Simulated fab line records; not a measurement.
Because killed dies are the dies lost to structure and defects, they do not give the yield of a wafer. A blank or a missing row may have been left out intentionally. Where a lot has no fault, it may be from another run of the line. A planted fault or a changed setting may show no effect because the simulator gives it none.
Matching of chambers | flow nand-harc | 3 sister chambers for NHARC_A_STAIRCASE_DEP_417 on pecvd-01
The step deposits Si3N4, target thk 60 nm. 18 wafers are shown with their chamber, then 9 later ones without.

## WAFERS WITH THEIR CHAMBER
wafer  | chamber | heater-power-w (W)
L075.1 | 1       | 736
L075.2 | 2       | 580
L075.6 | 2       | 583
L075.3 | 0       | 792
L075.4 | 0       | 809
L075.5 | 1       | 735
L074.1 | 1       | 854
L074.2 | 2       | 654
L074.5 | 1       | 868
L074.3 | 0       | 713
L074.4 | 0       | 725
L074.6 | 2       | 656
L079.1 | 1       | 861
L079.2 | 2       | 636
L079.6 | 2       | 625
L081.2 | 1       | 870
L081.3 | 0       | 772
L081.6 | 2       | 615

SIGNATURES (averages over the wafers above)
reading        | chamber 0 | chamber 1 | chamber 2 | scatter within a chamber
heater-power-w | 762.20    | 820.67    | 621.29    | 48
Rule: for each reading, subtract the chamber's mean from the wafer's reading, divide by that reading's scatter and square the result; add these up over the readings and take the root, which gives the wafer's distance from the chamber. The wafer belongs to the nearest chamber; if the next one is less than 2 further off, it can't be placed. The scatter: the root of (the sum of the squares of (reading less its chamber's mean) over the shown wafers, divided by (wafers less chambers)).

## WAFERS WITH NO CHAMBER GIVEN
wafer  | heater-power-w (W)
L083.3 | 592
L083.5 | 604
L083.6 | 754
L088.3 | 853
L088.4 | 839
L088.6 | 585
L090.3 | 843
L090.4 | 638
L090.5 | 828

## WHICH CHAMBER EACH ONE RAN IN
wafer  | from the rows above     | in truth
L083.3 | 2                       | 2
L083.5 | 2                       | 2
L083.6 | can't be placed: 0 or 1 | 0
L088.3 | can't be placed: 1 or 0 | 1
L088.4 | can't be placed: 1 or 0 | 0
L088.6 | 2                       | 2
L090.3 | can't be placed: 1 or 0 | 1
L090.4 | 2                       | 2
L090.5 | can't be placed: 1 or 0 | 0
Correctly placed: 4 of 9. Unplaceable from these rows: 5, with the true chamber sitting among the candidates in 5. Number placed wrongly: 0.
